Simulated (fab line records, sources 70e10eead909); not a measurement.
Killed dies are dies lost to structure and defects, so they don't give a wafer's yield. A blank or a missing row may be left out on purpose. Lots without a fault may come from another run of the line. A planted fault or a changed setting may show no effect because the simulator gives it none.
fab line records | flow nand_harc | part 1 of 2: steps 1 to 22 of 33
record lots=5 wafers=15 last_day=24
route steps=1159 shown P_M2@332 P_BONDPAD@351
lots that met no fault: from a run of the same line without faults
start_h: hours from the record's first day to the start of the lot's first wafer shown | wait_h: hours since the lot's step before | " the same as in the row above | L1.1+2: a row that stands for several wafers | - no value, or no start given | * or withheld: withheld | < > ~ a bound
route shown NAME@n: a module of which the file shows steps, and the number in the route of the first | usual: mean/standard deviation of fault-free wafers | same: alike in all rows | chamber/n: place in a boat | sites: the reading at each site | _std_site: their standard deviation | _edge_site: outer sites' mean less inner sites' | radius_mm: how far each site lies from the wafer's centre | mask NAME#n: copy n | behind: the tool/chamber that last shaped the wafer | hold: why the lot was held/for how many hours/how that ended | device: the transistor (n, p or np) that didn't switch | end of line: the same wafers' tests at the end of the route | a step without rows: its recipe alone | killed: dies lost to structure and defects at the first sort, not the wafer's yield | map: a wafer's dies, x killed, . not, _ none there
set.NAME: the setting as run; set.NAME@STEP: as run at that earlier step | model.NAME: the simulator's own value behind a step, which no gauge read
lots at some steps of the route; a table a step, a row a wafer
services: from which hour (start_h, from the record's first day; less than 0 if before it) a tool's chamber was out of use, for how many hours, and why
## steps
# step NHARC_P_M2_ETCH_35
# recipe target_depth_a=400 overetch_a=120 time_s=43.94 ion_energy_ev=200 n2_flow_sccm=150 h2_flow_sccm=150 ar_flow_sccm=0 rf_w=400 bias_w=150 chemistry=N2/H2
# usual drypump_motor_current_A=6.2/0.43 n2_flow_sccm=150.0/0.43 oes_product_au=1.000/0.0085 rf_vpp_V=430.0/2.6 showerhead_plenum_p_Torr=2.02/0.091 throttle_valve_pct=14.171/0.0088
# columns lot.wafer tool chamber start_h wait_h drypump_motor_current_A n2_flow_sccm oes_product_au rf_hours_counter_h rf_vpp_V showerhead_plenum_p_Torr throttle_valve_pct
L079.3 rie_diel-02 2 171.70 0.1 6.1 149.4 1.007 0 429.6 2.01 14.163
L079.4 " 0 " " 6.8 149.2 0.995 0 428.7 1.97 14.188
L079.5 " 2 " " 6.1 148.9 0.999 - 429.1 2.01 14.171
L083.3 rie_diel-02 2 176.12 0.1 6.1 150.4 1.005 1 428.9 2.01 14.165
L083.2 " 0 " " 6.8 150.3 1.010 1 428.0 1.97 14.194
L083.5 " 2 " " 6.1 150.6 1.005 - 430.4 2.01 14.167
L091.2 rie_diel-08 3 225.44 0.1 5.7 149.5 0.997 38 427.6 2.01 14.172
L091.3 " 0 " " 6.3 149.5 0.979 39 431.5 2.07 14.179
L091.6 " 0 " " 6.3 150.7 0.994 - 430.3 2.07 14.171
L095.1 rie_diel-02 0 244.71 0.1 6.8 149.4 0.996 3 429.5 1.96 14.183
L095.3 " 3 " " 6.3 149.8 1.011 3 426.8 1.91 14.172
L095.5 " 0 " " 6.8 150.4 0.999 - 427.4 1.96 14.180
L096.4 rie_diel-11 2 259.40 0.1 5.3 150.2 1.004 12 434.3 2.13 14.169
L096.5 " 0 " " 6.0 149.9 1.008 - 431.1 2.04 14.155
L096.6 " 1 " " 6.6 150.2 0.991 - 431.7 2.06 14.170
# step NHARC_P_M2_ETCH_15
# recipe target_depth_a=1825 time_s=91.2 c4f8_flow_sccm=withheld ar_flow_sccm=400 rf_w=600 bias_w=300 chemistry=C4F8/Ar
# usual oes_product_au=0.950/0.023 rf_vpp_V=440.3/2.7
# columns lot.wafer tool chamber start_h wait_h oes_product_au rf_hours_counter_h rf_vpp_V
L079.3 rie_diel-02 0 - - 0.973 0 438.0
L079.4 " 2 " " 0.978 0 440.5
L079.5 " 0 " " 0.964 - 439.2
L083.2 rie_diel-02 2 - - 0.965 1 440.8
L083.3 " 1 " " 0.948 1 447.0
L083.5 " 2 " " 0.968 - 439.8
L091.3 rie_diel-08 1 - - 0.933 38 436.2
L091.2 " 3 " " 0.918 38 441.0
L091.6 " 0 " " 0.921 - 443.4
L095.1 rie_diel-02 1 - - 0.914 2 443.5
L095.3 " 2 " " 0.924 3 441.6
L095.5 " 1 " " 0.914 - 446.9
L096.4 rie_diel-11 1 - - 0.923 11 440.4
L096.5 " 1 " " 0.914 - 440.1
L096.6 " 2 " " 0.927 - 443.9
# step NHARC_P_M2_CD_MEAS_16
# usual cd_nm=169.8/0.76
# columns lot.wafer tool chamber start_h wait_h cd_nm
L079.3 cd_sem-01 - 171.92 - 168.7
L079.4 " - " " 168.4
L079.5 " - " " 168.5
L083.2 cd_sem-02 - 176.35 - 170.3
L083.3 " - " " 169.5
L083.5 " - " " 170.8
L091.2 cd_sem-01 - 225.75 - 169.7
L091.3 " - " " 171.0
L091.6 " - " " 171.0
L095.1 cd_sem-02 - 244.93 - 169.7
L095.3 " - " " 169.5
L095.5 " - " " 170.6
L096.4 cd_sem-02 - 259.62 - 170.3
L096.5 " - " " 169.9
L096.6 " - " " 170.8
# step NHARC_P_M2_STRIP_18
# recipe power_w=1000 n2_flow_sccm=150 h2_flow_sccm=150 ar_flow_sccm=0 bias_w=0 chemistry=N2/H2
# usual drypump_motor_current_A=6.1/0.45 n2_flow_sccm=149.9/0.47 oes_product_au=0.999/0.0085 power_w=999.9/2.9 rf_vpp_V=90.7/0.98 showerhead_plenum_p_Torr=2.03/0.091 throttle_valve_pct=14.171/0.009
# columns lot.wafer tool chamber start_h wait_h drypump_motor_current_A n2_flow_sccm oes_product_au power_w rf_hours_counter_h rf_vpp_V showerhead_plenum_p_Torr throttle_valve_pct
L079.3 rie_diel-02 2 172.02 0.1 6.1 150.2 1.000 997.8 0 89.4 2.01 14.190
L079.4 " 0 " " 6.8 149.9 1.010 999.0 0 89.7 1.97 14.165
L079.5 " 1 " " 5.7 149.7 0.996 1004.1 - 90.0 2.19 14.167
L083.3 rie_diel-02 3 176.45 0.1 6.4 150.0 1.002 1004.2 1 91.4 1.91 14.167
L083.2 " 0 " " 6.8 150.5 1.005 1002.5 1 89.2 1.97 14.153
L083.5 " 2 " " 6.1 149.7 1.000 1003.7 - 89.6 2.01 14.164
L091.2 rie_diel-02 0 225.85 0.1 6.8 150.2 1.000 1000.7 3 90.7 1.96 14.178
L091.3 " 1 " " 5.7 150.7 0.998 997.3 2 92.5 2.19 14.174
L091.6 " 3 " " 6.4 150.8 0.995 999.6 - 90.2 1.91 14.169
L095.3 rie_diel-02 0 245.03 0.1 6.8 150.3 1.001 997.4 3 90.7 1.96 14.171
L095.1 " 2 " " 6.1 150.8 1.002 997.9 4 89.0 2.01 14.185
L095.5 " 0 " " 6.8 150.2 1.003 1001.3 - 89.4 1.96 14.183
L096.4 rie_diel-11 2 259.68 0.1 5.3 150.1 0.998 1006.2 12 90.4 2.13 14.182
L096.6 " 2 " " 5.3 149.9 0.998 1002.0 - 90.1 2.13 14.166
L096.5 " 3 " " 6.0 149.6 1.002 1000.8 - 90.4 2.00 14.168
# step NHARC_P_M2_ETCH_28
# recipe target_depth_a=300 over_etch_frac=0.3 time_s=72.99 ion_energy_ev=150 cf4_flow_sccm=50 n2_flow_sccm=100 ar_flow_sccm=150 rf_w=300 bias_w=100 chemistry=CF4/N2
# usual drypump_motor_current_A=6.1/0.45 n2_flow_sccm=100.00/0.28 oes_product_au=0.999/0.0093 rf_vpp_V=313.9/2.2 showerhead_plenum_p_Torr=2.62/0.11 throttle_valve_pct=19.796/0.0093
# columns lot.wafer tool chamber start_h wait_h drypump_motor_current_A n2_flow_sccm oes_product_au rf_hours_counter_h rf_vpp_V showerhead_plenum_p_Torr throttle_valve_pct
L079.4 rie_diel-02 2 - - 6.1 100.32 0.998 0 312.7 2.59 19.812
L079.3 " 3 " " 6.4 99.85 1.001 0 310.8 2.47 19.785
L079.5 " 2 " " 6.1 100.53 0.994 - 313.2 2.59 19.798
L083.2 rie_diel-02 0 - - 6.8 99.94 1.017 1 312.9 2.54 19.798
L083.3 " 3 " " 6.4 99.94 1.011 1 312.1 2.47 19.807
L083.5 " 1 " " 5.7 99.56 0.992 - 314.2 2.81 19.796
L091.2 rie_diel-02 0 - - 6.8 99.54 0.988 3 313.8 2.54 19.808
L091.3 " 2 " " 6.1 100.44 0.994 3 313.3 2.59 19.807
L091.6 " 0 " " 6.8 99.77 0.985 - 311.7 2.54 19.808
L095.3 rie_diel-02 1 - - 5.7 99.75 1.004 2 316.3 2.81 19.814
L095.1 " 3 " " 6.4 99.93 1.004 3 311.2 2.47 19.808
L095.5 " 0 " " 6.8 99.90 1.005 - 312.5 2.54 19.801
L096.4 rie_diel-11 1 - - 6.5 99.92 0.993 11 314.3 2.65 19.810
L096.6 " 1 " " 6.6 100.07 0.981 - 313.2 2.65 19.797
L096.5 " 2 " " 5.3 99.79 1.002 - 317.1 2.73 19.791
# step NHARC_P_M2_STRIP_19
# recipe time_s=600 temp_c=30 chemistry=post_etch_residue_remover
# columns lot.wafer tool chamber start_h wait_h
L079.3+5+4 wet_bench-08 6,7,0 172.37 -
L083.5+2+3 wet_bench-10 5,6,7 176.81 -
L091.2+3+6 wet_bench-10 3,4,7 226.19 -
L095.1+3+5 wet_bench-08 4,6,7 245.40 -
L096.6+4+5 wet_bench-08 4,6,7 260.05 -
# step NHARC_P_M2_DEGAS_29
# recipe temp_c=250 time_s=60
# usual heater_power_w=339/32 susceptor_temp_C=250.02/0.19
# columns lot.wafer tool chamber start_h wait_h heater_power_w susceptor_temp_C
L079.4 pvd_sputter-01 - 172.64 - 374 250.09
L079.3 " - " " 352 250.30
L079.5 " - " " 333 249.95
L083.3 pvd_sputter-02 - 177.08 - 341 249.86
L083.2 " - " " 430 250.00
L083.5 " - " " 323 249.91
L091.2 pvd_sputter-03 - 226.47 - 302 249.98
L091.3 " - " " 311 250.15
L091.6 " - " " 336 250.15
L095.1 pvd_sputter-02 - 245.66 - 320 249.94
L095.3 " - " " 348 250.00
L095.5 " - " " 327 250.27
L096.4 pvd_sputter-02 - 260.32 - 330 249.97
L096.5 " - " " 331 249.88
L096.6 " - " " 433 249.89
# step NHARC_P_M2_PRE_CLEAN_30
# recipe time_s=30 temp_c=280 gas=H2/He
# usual heater_power_w=414/40 susceptor_temp_C=279.99/0.19
# columns lot.wafer tool chamber start_h wait_h heater_power_w susceptor_temp_C
L079.3 pvd_sputter-01 - - - 456 280.10
L079.4 " - " " 415 280.18
L079.5 " - " " 474 280.10
L083.3 pvd_sputter-02 - - - 393 279.88
L083.2 " - " " 421 279.90
L083.5 " - " " 425 280.02
L091.2 pvd_sputter-03 - - - 356 280.07
L091.3 " - " " 372 279.82
L091.6 " - " " 379 279.99
L095.3 pvd_sputter-02 - - - 522 279.78
L095.1 " - " " 416 279.99
L095.5 " - " " 536 280.01
L096.4 pvd_sputter-02 - - - 409 279.71
L096.5 " - " " 416 280.10
L096.6 " - " " 526 280.15
# step NHARC_P_M2_PVD_20
# recipe target_thk_a=50 bias_v=168.6 power_w=15000 chamber_pressure_pa=0.12 time_s=8.06 substrate_temp_c=50 material=TaN
# usual cathode_dc_power_W=15000/3.1 throttle_valve_pct=30.7/1.1
# columns lot.wafer tool chamber start_h wait_h cathode_dc_power_W throttle_valve_pct
L079.3 pvd_sputter-01 - - - 14999 31.4
L079.4 " - " " 15000 31.5
L079.5 " - " " 15003 31.5
L083.3 pvd_sputter-02 - - - 15000 31.5
L083.2 " - " " 15005 29.9
L083.5 " - " " 14997 28.6
L091.3 pvd_sputter-03 - - - 15001 30.1
L091.2 " - " " 15000 32.7
L091.6 " - " " 14999 29.8
L095.1 pvd_sputter-02 - - - 15003 30.0
L095.3 " - " " 15000 30.4
L095.5 " - " " 15001 29.6
L096.4 pvd_sputter-02 - - - 15005 30.3
L096.5 " - " " 14998 30.0
L096.6 " - " " 15005 31.0
# step NHARC_P_M2_PVD_21
# recipe target_thk_a=300 chamber_pressure_pa=5 power_w=5000 substrate_temp_c=30 time_s=20.49 material=Cu
# usual cathode_dc_power_W=4999.9/0.82 throttle_valve_pct=30.8/1.1
# columns lot.wafer tool chamber start_h wait_h cathode_dc_power_W throttle_valve_pct
L079.4 pvd_sputter-01 - - - 5000.5 31.1
L079.3 " - " " 5000.2 31.2
L079.5 " - " " 5001.0 31.3
L083.3 pvd_sputter-02 - - - 5000.2 28.6
L083.2 " - " " 4999.6 29.7
L083.5 " - " " 5000.0 28.6
L091.2 pvd_sputter-03 - - - 5001.0 33.0
L091.3 " - " " 4999.4 30.0
L091.6 " - " " 5001.8 32.7
L095.1 pvd_sputter-02 - - - 4999.7 30.3
L095.3 " - " " 5000.3 29.1
L095.5 " - " " 4999.6 30.1
L096.4 pvd_sputter-02 - - - 4999.5 29.3
L096.5 " - " " 4999.4 29.8
L096.6 " - " " 4999.1 31.1
# step NHARC_P_M2_ECD_22
# recipe target_thk_a=4000 bath_temp_c=25 material=Cu
# columns lot.wafer tool chamber start_h wait_h
L079.3+4+5 ecd_cu-01 0,1,1 173.54 -
L083.2+3+5 ecd_cu-02 0,1,0 177.43 -
L091.2+3+6 ecd_cu-02 1,0,1 226.83 -
L095.1+3+5 ecd_cu-02 1,0,1 246.07 -
L096.4+5+6 ecd_cu-02 1,1,0 260.78 -
# step NHARC_P_M2_ANNEAL_31
# recipe temp_c=225 time_s=90
# usual wafer_temp_C_max=226.4/0.41
# columns lot.wafer tool chamber start_h wait_h wafer_temp_C_max
L079.3 rtp_anneal-02 0 174.08 0.5 226.2
L079.4 " 0 " " 225.7
L079.5 " 0 " " 226.0
L083.2 rtp_anneal-02 0 177.86 - 226.3
L083.3 " 0 " " 225.6
L083.5 " 0 " " 225.9
L091.2 rtp_anneal-02 0 227.26 0.4 226.0
L091.3 " 0 " " 226.2
L091.6 " 0 " " 225.8
L095.1 rtp_anneal-01 0 246.39 - 226.7
L095.3 " 0 " " 226.6
L095.5 " 0 " " 226.5
L096.4 rtp_anneal-01 0 261.22 0.4 226.6
L096.5 " 0 " " 226.7
L096.6 " 0 " " 226.7
# step NHARC_P_M2_CMP_23
# recipe t_overpolish_s=20 target_thk_nm=144.3
# usual motor_current_A=12.2/1.1 time_to_endpoint_s=28.9/2.3
# columns lot.wafer tool chamber start_h wait_h motor_current_A time_to_endpoint_s
L079.4 cmp-03 0 174.35 - 12.0 27.7
L079.3 " 1 " " 12.1 27.3
L079.5 " 0 " " 12.9 28.4
L083.3 cmp-02 2 178.14 - 14.5 26.1
L083.2 " 1 " " 11.0 31.2
L083.5 " 2 " " 14.1 29.1
L091.3 cmp-03 1 227.55 - 11.9 28.2
L091.2 " 2 " " 12.3 30.8
L091.6 " 1 " " 11.6 26.9
L095.1 cmp-02 1 246.74 - 10.9 34.0
L095.3 " 0 " " 12.1 28.4
L095.5 " 1 " " 11.1 30.4
L096.4 cmp-03 3 261.50 - 13.4 28.8
L096.5 " 0 " " 12.5 30.1
L096.6 " 1 " " 11.3 30.0
# step NHARC_P_M2_THK_MEAS_24
# recipe thk_meas_gauge=xrf
# usual thk_nm=144.6/1.6
# columns lot.wafer tool chamber start_h wait_h thk_nm
L079.3 film_metro-02 - 174.64 - 144.0
L079.4 " - " " 144.9
L079.5 " - " " 145.5
L083.2 film_metro-02 - 178.46 - 146.5
L083.3 " - " " 146.3
L083.5 " - " " 145.7
L091.2 film_metro-01 - 227.87 - 146.0
L091.3 " - " " 143.9
L091.6 " - " " 145.8
L095.1 film_metro-02 - 247.05 - 146.8
L095.3 " - " " 143.9
L095.5 " - " " 147.1
L096.4 film_metro-02 - 261.73 - 143.6
L096.5 " - " " 145.5
L096.6 " - " " 144.3
# step NHARC_P_M2_SRD_25
# columns lot.wafer tool chamber start_h wait_h
L079.5+3+4 wet_bench-10 6,0,1 174.69 0.0
L083.5+3+2 wet_bench-08 6,1,3 178.50 0.0
L091.6+3+2 wet_bench-08 7,0,1 227.91 0.0
L095.1+5+3 wet_bench-10 2,5,6 247.09 0.0
L096.5+4+6 wet_bench-10 0,1,3 261.77 0.0
# step NHARC_P_M2_INSPECT_27
# usual raw_defect_count=355/120
# columns lot.wafer tool chamber start_h wait_h raw_defect_count
L079.3 defect_inspect-01 - 174.80 0.0 231
L079.4 " - " " 363
L079.5 " - " " 296
L083.2 defect_inspect-02 - 178.61 0.0 554
L083.3 " - " " 551
L083.5 " - " " 261
L091.2 defect_inspect-01 - 228.02 0.0 330
L091.3 " - " " 338
L091.6 " - " " 634
L095.1 defect_inspect-01 - 247.21 0.0 168
L095.3 " - " " 238
L095.5 " - " " 206
L096.4 defect_inspect-01 - 261.88 0.0 361
L096.5 " - " " 537
L096.6 " - " " 413
# step NHARC_P_M2_PRE_CLEAN_32
# recipe time_s=12 temp_c=370 rf_power_w=300 gas=NH3
# usual heater_power_outer_w=382/53 heater_power_w=649/88 susceptor_temp_C=370.03/0.22
# columns lot.wafer tool chamber start_h wait_h heater_power_outer_w heater_power_w susceptor_temp_C
L079.3 pecvd-04 0 174.86 0.1 348 553 370.14
L079.5 " 0 " " 354 560 369.92
L079.4 " 2 " " 419 706 370.15
L083.3 pecvd-01 1 178.68 0.1 422 711 369.97
L083.2 " 2 " " 387 687 369.73
L083.5 " 0 " " 318 553 370.11
L091.2 pecvd-04 1 228.09 0.1 391 626 370.03
L091.3 " 2 " " 392 692 369.77
L091.6 " 0 " " 314 505 370.21
L095.3 pecvd-03 2 247.29 0.1 322 550 369.74
L095.1 " 0 " " 406 728 370.21
L095.5 " 0 " " 406 737 369.94
L096.5 pecvd-04 0 261.99 0.1 331 539 370.56
L096.6 " 1 " " 442 693 370.17
L096.4 " 2 " " 369 647 370.11
# step NHARC_P_M2_DEP_33
# recipe target_thk_a=300 temp_c=370 target_thk_nm=30 pressure_torr=3 flow_sccm=200 rf_w=450 material=SiCN
# usual heater_power_outer_w=340/57 heater_power_w=590/90 susceptor_temp_C=369.99/0.21
# columns lot.wafer tool chamber start_h wait_h heater_power_outer_w heater_power_w susceptor_temp_C
L079.3 pecvd-04 0 174.94 0.1 286 461 370.07
L079.5 " 0 " " 281 460 369.75
L079.4 " 2 " " 362 656 369.71
L083.3 pecvd-01 1 178.76 0.1 391 662 369.96
L083.2 " 2 " " 401 686 369.84
L083.5 " 0 " " 244 468 370.28
L091.2 pecvd-04 1 228.17 0.1 419 674 370.33
L091.3 " 2 " " 361 620 369.96
L091.6 " 0 " " 299 502 369.79
L095.3 pecvd-03 2 247.40 0.1 333 579 370.23
L095.1 " 0 " " 336 626 369.72
L095.5 " 0 " " 347 648 370.23
L096.5 pecvd-04 0 262.16 0.2 232 390 370.43
L096.6 " 1 " " 373 622 370.05
L096.4 " 2 " " 311 575 370.26
# step NHARC_P_BONDPAD_DEP_00
# recipe target_thk_a=2500 temp_c=370 target_thk_nm=250 pressure_torr=3 flow_sccm=200 rf_w=450 material=SiCN
# usual heater_power_outer_w=334/58 heater_power_w=582/91 susceptor_temp_C=369.97/0.19
# columns lot.wafer tool chamber start_h wait_h heater_power_outer_w heater_power_w susceptor_temp_C
L079.3 pecvd-01 0 175.35 - 226 430 369.95
L079.4 " 0 " " 237 447 369.86
L079.5 " 2 " " 391 665 369.96
L083.2 pecvd-04 0 179.18 - 270 454 369.90
L083.3 " 2 " " 369 676 369.88
L083.5 " 2 " " 395 670 369.96
L091.2 pecvd-01 0 228.59 - 238 458 370.19
L091.3 " 1 " " 417 684 370.04
L091.6 " 1 " " 432 708 370.09
L095.3 pecvd-03 2 - - 311 541 370.09
L095.1 " 0 " " 344 658 369.81
L095.5 " 1 " " 272 515 370.09
L096.5 pecvd-03 1 262.58 - 301 546 369.94
L096.6 " 2 " " 316 538 369.95
L096.4 " 0 " " 367 703 369.76
# step NHARC_P_BONDPAD_CMP_32
# recipe target_thk_nm=200 material=SiCN
# usual motor_current_A=12.2/1
# columns lot.wafer tool chamber start_h wait_h motor_current_A
L079.4 cmp-03 0 175.81 - 12.7
L079.3 " 1 " " 12.0
L079.5 " 3 " " 13.6
L083.2 cmp-02 0 179.64 - 11.9
L083.3 " 1 " " 10.8
L083.5 " 3 " " 10.9
L091.3 cmp-03 0 229.05 - 12.0
L091.2 " 1 " " 12.3
L091.6 " 3 " " 13.5
L095.1 cmp-02 0 248.15 - 11.8
L095.3 " 1 " " 10.9
L095.5 " 1 " " 10.9
L096.4 cmp-01 2 262.87 - 11.7
L096.6 " 1 " " 11.4
L096.5 " 2 " " 11.9
# step NHARC_P_BONDPAD_THK_MEAS_33
# recipe thk_meas_gauge=ellipsometry
# usual thk_nm=200.2/1.4
# columns lot.wafer tool chamber start_h wait_h thk_nm
L079.3 film_metro-02 - 176.02 0.2 199.6
L079.4 " - " " 200.9
L079.5 " - " " 199.3
L083.2 film_metro-02 - 179.84 0.2 198.7
L083.3 " - " " 202.5
L083.5 " - " " 200.1
L091.2 film_metro-02 - 229.25 0.2 200.4
L091.3 " - " " 201.5
L091.6 " - " " 198.4
L095.1 film_metro-02 - 248.40 0.2 199.8
L095.3 " - " " 199.5
L095.5 " - " " 199.9
L096.4 film_metro-01 - 263.10 0.2 201.4
L096.5 " - " " 199.8
L096.6 " - " " 200.4
# step NHARC_P_BONDPAD_SRD_34
# columns lot.wafer tool chamber start_h wait_h
L079.3+5+4 wet_bench-08 2,3,5 176.06 0.0
L083.2+3+5 wet_bench-08 0,2,5 179.88 0.0
L091.3+2+6 wet_bench-08 1,3,4 229.30 0.0
L095.1+5+3 wet_bench-08 7,1,2 248.45 0.1
L096.6+5+4 wet_bench-10 4,7,1 263.14 0.0
